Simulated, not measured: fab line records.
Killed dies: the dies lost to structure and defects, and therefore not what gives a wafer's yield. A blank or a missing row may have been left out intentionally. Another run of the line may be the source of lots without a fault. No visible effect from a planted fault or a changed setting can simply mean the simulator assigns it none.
fab line records    flow n5_finfet
[record] lots = 10  wafers = 29  last_day = 19
route steps=1938 shown BEOL_M0_SAQP@632 BEOL_M4@1111
lots with no fault: from the same line, run without faults
start_h: hours from the record's first day to the start of the lot's first wafer shown    wait_h: hours since the lot's step before    " as in the row above    L1.1+2: a row that stands for several wafers    - value missing, or start not given    * or withheld: withheld    < > ~ a bound
route shown NAME@n: NAME is a module with steps in the file, n the number in the route of the first one    usual: mean/standard deviation of fault-free wafers    same: alike in all rows    chamber/n: place in a boat    sites: per-site readings    _std_site: how widely they spread, as a standard deviation    _edge_site: inner sites' mean taken away from outer sites' mean    radius_mm: how far each site lies from the wafer's centre    mask NAME#n: copy n    behind: the most recent tool/chamber to have shaped the wafer    hold: cause of the lot's hold/its duration in hours/its outcome    device: whichever transistor did not switch (one of n, p or np)    end of line: tests run on the same wafers once the route is complete    step lacking rows: just its recipe    killed: dies lost to structure and defects at the first sort, not the wafer's yield    map: shows each die of a wafer: x if killed, . if not, _ if none is there
set.NAME: the setting as run; set.NAME@STEP: as run at that earlier step    model.NAME: the simulator's own value behind a step, which no gauge read
one table for each step of the route and one row for each wafer, over a sample of lots
services: a tool's chamber out of use, with start hour (start_h, from the record's first day; less than 0 if before it), hours out, and reason
[[steps]]
[step N5_BEOL_M0_SAQP_PECVD_00]
[recipe] material = SiCN  target_thk_a = 80  temp_c = withheld  precursor = 3MS/NH3  pressure_torr = 3  rf_w = 202  time_s = 14
[usual] rf_fwd_power_W = 199.3/0.94  showerhead_plenum_p_Torr = 3.667/0.017  throttle_valve_pct = 8.9/0.39
lot.wafer  tool      chamber  start_h  wait_h  rf_fwd_power_W  showerhead_plenum_p_Torr  throttle_valve_pct
L724.2     pecvd-01  0        108.12   0.2     199.9           3.690                     8.5
L724.3     "         2        "        "       199.3           3.648                     8.8
L724.5     "         2        "        "       199.9           3.653                     8.9
L725.1     pecvd-04  2        114.92   0.2     199.6           3.680                     8.7
L725.2     "         0        "        "       197.2           3.687                     9.2
L725.6     "         2        "        "       200.5           3.674                     8.5
L728.3     pecvd-03  0        128.92   0.1     200.3           3.650                     8.5
L728.5     "         0        "        "       200.6           3.648                     8.8
L731.1     pecvd-04  2        147.50   0.2     199.7           3.679                     8.7
L731.3     "         1        "        "       199.6           3.655                     9.2
L731.6     "         0        "        "       197.8           3.695                     9.6
L732.2     pecvd-04  1        153.49   0.2     198.9           3.653                     9.1
L732.4     "         0        "        "       197.2           3.684                     9.3
L732.5     "         1        "        "       199.5           3.672                     9.4
L738.2     pecvd-04  0        192.44   0.2     198.3           3.683                     9.1
L738.3     "         1        "        "       198.2           3.660                     9.3
L738.5     "         1        "        "       198.4           3.656                     9.2
L740.4     pecvd-03  0        201.84   0.1     200.1           3.648                     9.0
L740.5     "         1        "        "       200.1           3.667                     9.2
L740.6     "         2        "        "       199.5           3.632                     8.3
L742.4     pecvd-04  1        213.40   0.1     199.7           3.654                     9.4
L742.5     "         0        "        "       198.3           3.691                     9.6
L742.6     "         2        "        "       199.4           3.679                     8.9
L743.2     pecvd-01  1        219.91   0.2     198.8           3.662                     9.2
L743.3     "         2        "        "       198.2           3.642                     8.7
L743.5     "         0        "        "       200.5           3.684                     8.4
L747.1     pecvd-04  1        246.39   0.2     200.2           3.651                     9.5
L747.3     "         2        "        "       199.7           3.675                     8.7
L747.5     "         1        "        "       199.5           3.653                     9.1
[step N5_BEOL_M0_SAQP_CD_MEAS_14]
[recipe] target_cd_nm = 42.5  landing_energy_ev = 500  detector = se_inlens
[usual] cd_nm = 42.5/0.39
lot.wafer  tool       chamber  start_h  wait_h  cd_nm
L724.2     cd_sem-02  0        110.21   -       41.8
L724.3     "          0        "        "       41.8
L724.5     "          0        "        "       42.0
L725.1     cd_sem-03  0        117.78   -       42.0
L725.2     "          0        "        "       41.6
L725.6     "          0        "        "       41.7
L728.3     cd_sem-02  0        129.73   -       43.0
L728.5     "          0        "        "       42.7
L731.1     cd_sem-02  0        149.86   -       42.9
L731.3     "          0        "        "       42.7
L731.6     "          0        "        "       43.0
L732.2     cd_sem-03  0        155.84   -       42.3
L732.4     "          0        "        "       42.1
L732.5     "          0        "        "       42.2
L738.2     cd_sem-03  0        193.37   -       42.8
L738.3     "          0        "        "       42.4
L738.5     "          0        "        "       42.7
L740.4     cd_sem-02  0        204.75   -       42.6
L740.5     "          0        "        "       42.4
L740.6     "          0        "        "       42.8
L742.4     cd_sem-01  0        214.38   -       42.8
L742.5     "          0        "        "       43.1
L742.6     "          0        "        "       43.0
L743.2     cd_sem-02  0        220.69   -       42.1
L743.3     "          0        "        "       42.9
L743.5     "          0        "        "       42.8
L747.1     cd_sem-03  0        249.89   -       42.7
L747.3     "          0        "        "       42.6
L747.5     "          0        "        "       42.7
[step N5_BEOL_M0_SAQP_SPACER2_ETCHBACK_27]
[recipe] chemistry = CHF3/O2  mode = anisotropic_etchback  target = SiO2  target_depth_a = 225  time_s = 11.25  pressure_mtorr = 30  source_w = 650  bias_w = 170  Ar_flow_sccm = 200  CHF3_flow_sccm = 50  O2_flow_sccm = 5  ion_energy_ev = 200
[usual] bias_w = 170.0/0.5  drypump_motor_current_A = 5.6/0.46  oes_product_au = 0.76/0.071  rf_fwd_power_W = 645.1/2.3  rf_vpp_V = 526/9.2  showerhead_plenum_p_Torr = 2.42/0.066  throttle_valve_pct = 18.93/0.21
lot.wafer  tool         chamber  start_h  wait_h  bias_w  drypump_motor_current_A  oes_product_au  rf_fwd_power_W  rf_hours_counter_h  rf_vpp_V  showerhead_plenum_p_Torr  throttle_valve_pct
L724.2     rie_diel-06  1        114.28   0.3     170.3   6.5                      0.70            644.4           210                 530       2.37                      18.83
L724.3     "            0        "        "       170.1   5.2                      0.81            639.3           93                  538       2.35                      19.14
L724.5     "            0        "        "       170.5   5.2                      0.81            638.3           -                   539       2.35                      19.12
L725.1     rie_diel-06  1        121.63   0.3     169.9   6.6                      0.68            646.0           211                 531       2.36                      18.81
L725.2     "            0        "        "       170.3   5.2                      0.82            644.6           94                  540       2.35                      19.15
L725.6     "            0        "        "       169.7   5.2                      0.81            642.4           -                   540       2.35                      19.16
L728.3     rie_diel-05  2        134.17   0.3     170.2   6.2                      0.87            646.1           46                  541       2.44                      18.50
L728.5     "            1        "        "       170.5   5.6                      0.73            646.2           -                   526       2.48                      18.79
L731.1     rie_diel-05  1        153.19   0.3     169.1   5.6                      0.73            643.6           204                 526       2.47                      18.78
L731.3     "            2        "        "       170.3   6.1                      0.85            648.4           52                  541       2.44                      18.50
L731.6     "            2        "        "       170.6   6.2                      0.87            646.9           -                   542       2.44                      18.50
L732.2     rie_diel-06  3        159.49   0.3     170.3   5.6                      0.73            646.0           176                 520       2.49                      19.01
L732.4     "            1        "        "       169.3   6.5                      0.69            645.5           220                 531       2.36                      18.86
L732.5     "            0        "        "       169.2   5.2                      0.81            642.4           -                   538       2.35                      19.17
L738.2     rie_diel-05  3        196.64   0.3     169.7   5.1                      0.67            648.5           246                 525       2.39                      19.26
L738.3     "            2        "        "       170.0   6.2                      0.85            646.4           64                  541       2.44                      18.53
L738.5     "            0        "        "       169.6   5.2                      0.84            646.1           -                   511       2.36                      18.67
L740.4     rie_diel-06  3        208.44   0.3     170.0   5.7                      0.72            646.3           189                 521       2.48                      19.04
L740.5     "            1        "        "       169.7   6.5                      0.69            644.0           -                   531       2.36                      18.87
L740.6     "            2        "        "       170.7   5.6                      0.74            647.4           -                   524       2.51                      18.97
L742.4     rie_diel-02  2        217.92   0.3     171.7   6.0                      0.75            649.3           -                   523       2.39                      18.84
L742.5     "            1        "        "       169.9   5.6                      0.83            644.4           -                   512       2.34                      18.89
L742.6     "            3        "        "       170.2   5.6                      0.94            641.6           -                   521       2.35                      18.63
L743.2     rie_diel-06  1        224.12   0.3     169.5   6.5                      0.67            647.8           237                 531       2.35                      18.87
L743.3     "            0        "        "       170.1   5.2                      0.79            644.6           121                 539       2.34                      19.18
L743.5     "            2        "        "       170.6   5.6                      0.73            643.7           -                   522       2.51                      18.98
L747.1     rie_diel-05  1        254.11   0.5     170.0   5.6                      0.71            641.8           230                 525       2.46                      18.83
L747.3     "            2        "        "       170.1   6.2                      0.82            648.2           77                  540       2.43                      18.55
L747.5     "            1        "        "       170.3   5.6                      0.70            645.5           -                   525       2.46                      18.82
[step N5_BEOL_M0_SAQP_COAT_87]
[recipe] resist = underlayer  temp_c = 205  time_s = 60  spin_rpm = 1500  resist_thk_nm = 5
[usual] chill_plate_temp_C = 23.01/0.12  heater_power_total_W = 391.7/1.3  plate_temp_C = 204.96/0.15
lot.wafer  tool            chamber  start_h  wait_h  chill_plate_temp_C  heater_power_total_W  plate_temp_C
L724.2     litho_track-02  0        114.52   -       23.22               391.7                 204.91
L724.3     "               0        "        "       22.94               393.4                 204.77
L724.5     "               0        "        "       23.13               392.1                 204.86
L725.1     litho_track-05  0        121.87   -       22.82               390.4                 205.15
L725.2     "               0        "        "       22.65               389.5                 205.10
L725.6     "               0        "        "       22.74               392.7                 205.01
L728.3     litho_track-01  0        134.41   -       23.03               391.4                 204.98
L728.5     "               0        "        "       23.24               390.3                 204.82
L731.1     litho_track-02  0        153.44   -       22.97               391.2                 204.78
L731.3     "               0        "        "       22.92               392.4                 204.86
L731.6     "               0        "        "       23.01               393.4                 204.91
L732.2     litho_track-02  0        159.73   -       23.05               393.6                 204.99
L732.4     "               0        "        "       22.93               391.7                 204.74
L732.5     "               0        "        "       23.20               391.2                 204.99
L738.2     litho_track-02  0        196.88   -       22.94               384.1                 202.60
L738.3     "               0        "        "       22.88               386.3                 202.81
L738.5     "               0        "        "       22.85               385.2                 202.52
L740.4     litho_track-02  0        208.68   -       22.93               386.8                 202.64
L740.5     "               0        "        "       22.88               385.7                 202.96
L740.6     "               0        "        "       22.83               384.7                 202.76
L742.4     litho_track-01  0        218.13   -       23.03               390.3                 205.17
L742.5     "               0        "        "       23.12               389.7                 204.70
L742.6     "               0        "        "       23.09               392.9                 205.08
L743.2     litho_track-05  0        224.36   -       22.94               393.5                 204.86
L743.3     "               0        "        "       22.98               390.7                 204.75
L743.5     "               0        "        "       22.94               393.9                 204.76
L747.1     litho_track-01  0        254.35   -       22.96               390.1                 204.86
L747.3     "               0        "        "       22.93               389.5                 204.75
L747.5     "               0        "        "       22.84               390.6                 205.00
[step N5_BEOL_M4_RC_MEAS_101]
[usual] DIBL_N = 36.5/1.9  DIBL_P = 36.4/2.2  IOFF_N = 0.17/0.034  IOFF_P = 0.21/0.036  ION_N = 678/12  ION_P = 462/7.1  SS_N = 71.7/0.61  SS_P = 73.4/0.71  VT_N = 249/3.5  VT_P = -251/3
lot.wafer  tool       chamber  start_h  wait_h  DIBL_N[mV/V]  DIBL_P[mV/V]  IOFF_N[nA/um]  IOFF_P[nA/um]  ION_N[uA/um]  ION_P[uA/um]  SS_N[mV/dec]  SS_P[mV/dec]  VT_N[mV]  VT_P[mV]
L725.1     prober-02  0        185.35   0.0     37.6          37.9          0.16           0.23           671           455           71.6          73.9          248       -250
L725.2     "          0        "        "       40.3          40.5          0.23           0.27           691           471           71.8          75.4          243       -247
L725.6     "          0        "        "       36.1          35.1          0.15           0.18           666           453           70.9          73.0          251       -253
L724.2     prober-01  0        185.84   0.2     37.7          37.9          0.21           0.25           689           467           72.5          74.7          244       -249
L724.3     "          0        "        "       36.6          37.3          0.18           0.23           679           465           71.9          74.8          248       -250
L724.5     "          0        "        "       37.5          37.5          0.19           0.23           683           461           72.7          73.5          246       -251
L728.3     prober-01  0        193.03   0.3     34.2          34.7          0.15           0.20           675           464           70.5          72.9          249       -249
L728.5     "          0        "        "       34.4          34.6          0.15           0.20           676           471           70.9          73.6          250       -248
L732.2     prober-01  0        237.59   0.2     36.3          34.0          0.13           0.17           664           456           70.8          72.6          253       -258
L732.4     "          0        "        "       36.0          33.9          0.13           0.16           671           453           70.9          73.0          252       -255
L732.5     "          0        "        "       35.0          32.9          0.12           0.16           658           458           71.3          72.2          256       -256
L731.1     prober-02  0        238.07   0.0     34.9          34.9          0.15           0.20           681           470           71.3          73.2          247       -250
L731.3     "          0        "        "       35.3          33.9          0.15           0.19           666           458           71.8          72.7          249       -248
L731.6     "          0        "        "       34.3          33.7          0.14           0.19           667           469           71.0          72.7          250       -253
L738.2     prober-02  0        282.68   0.2     39.9          40.4          0.25           0.28           707           470           72.9          75.2          245       -248
L738.3     "          0        "        "       35.5          34.8          0.16           0.19           663           453           71.0          73.6          251       -251
L738.5     "          0        "        "       37.2          36.8          0.18           0.23           674           462           72.1          74.4          249       -249
L743.2     prober-01  0        298.12   0.2     36.8          38.1          0.18           0.22           676           468           71.6          73.6          248       -252
L743.3     "          0        "        "       35.3          37.1          0.16           0.19           673           456           72.2          72.8          251       -254
L743.5     "          0        "        "       35.3          37.4          0.17           0.20           689           470           72.2          72.9          249       -252
L740.4     prober-02  0        298.76   0.5     36.8          35.1          0.16           0.19           683           464           71.6          73.5          249       -251
L740.5     "          0        "        "       39.3          38.0          0.19           0.25           680           468           72.0          74.0          248       -248
L740.6     "          0        "        "       36.1          33.2          0.14           0.16           671           451           71.9          73.2          252       -255
L742.4     prober-01  0        307.56   0.5     33.3          34.4          0.14           0.16           686           462           72.0          72.5          250       -254
L742.5     "          0        "        "       33.8          34.5          0.12           0.16           662           455           71.7          73.3          254       -253
L742.6     "          0        "        "       35.5          36.3          0.16           0.19           674           456           71.9          73.9          250       -253
L747.1     prober-01  0        347.71   0.0     36.4          35.3          0.16           0.21           669           459           71.8          73.7          250       -250
L747.3     "          0        "        "       34.1          32.6          0.13           0.17           673           464           71.4          72.4          253       -253
L747.5     "          0        "        "       34.1          32.6          0.13           0.18           676           466           71.1          73.0          251       -252
[[services]]
tool         chamber  start_h  hours  kind
rie_diel-06  -        95.50    1.1    repair
pecvd-04     2        105.25   2.1    scheduled_down
rie_diel-02  0        110.40   10.7   repair
rie_diel-02  -        134.86   0.7    repair
pecvd-03     1        143.08   5.5    scheduled_down
rie_diel-02  3        147.66   -      clean
rie_diel-02  3        147.66   -      consumable_replace:focus_ring
rie_diel-02  3        147.66   33.6   scheduled_down
rie_diel-02  3        147.66   33.6   vent_cycle
pecvd-01     0        148.47   5.5    scheduled_down
rie_diel-02  3        205.74   6.4    repair
rie_diel-02  0        207.35   34.2   repair
pecvd-03     0        211.56   3.5    repair
pecvd-03     -        222.51   6.0    pm
rie_diel-05  3        225.33   -      clean
rie_diel-05  3        225.33   -      consumable_replace:focus_ring
rie_diel-05  3        225.33   13.3   scheduled_down
rie_diel-05  3        225.33   13.3   vent_cycle
pecvd-04     0        245.24   6.4    repair
[[key]]
[first_sign] step = N5_BEOL_M0_SAQP_COAT_87  reading = plate_temp_C  direction = down  sigmas = 15  usual = *  struck = *
[effect] step = N5_BEOL_M0_SAQP_COAT_87  reading = heater_power_total_W  direction = down  sigmas = 4.8  usual = *  struck = *
met_at N5_BEOL_M0_SAQP_COAT_87
struck_lots L738,L740
not_acting_at N5_BEOL_M0_SAQP_PECVD_00,N5_BEOL_M0_SAQP_CD_MEAS_14,N5_BEOL_M0_SAQP_SPACER2_ETCHBACK_27
onset_between 159.73 196.88
[fault] kind = process_parameter_drift  tool = litho_track-02  chamber = -  onset_h = 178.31  steps = N5_BEOL_M0_SAQP_COAT_87  channel = temp_c  offset = *  shape = step  end_h = 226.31  acts_in = *  stated = *
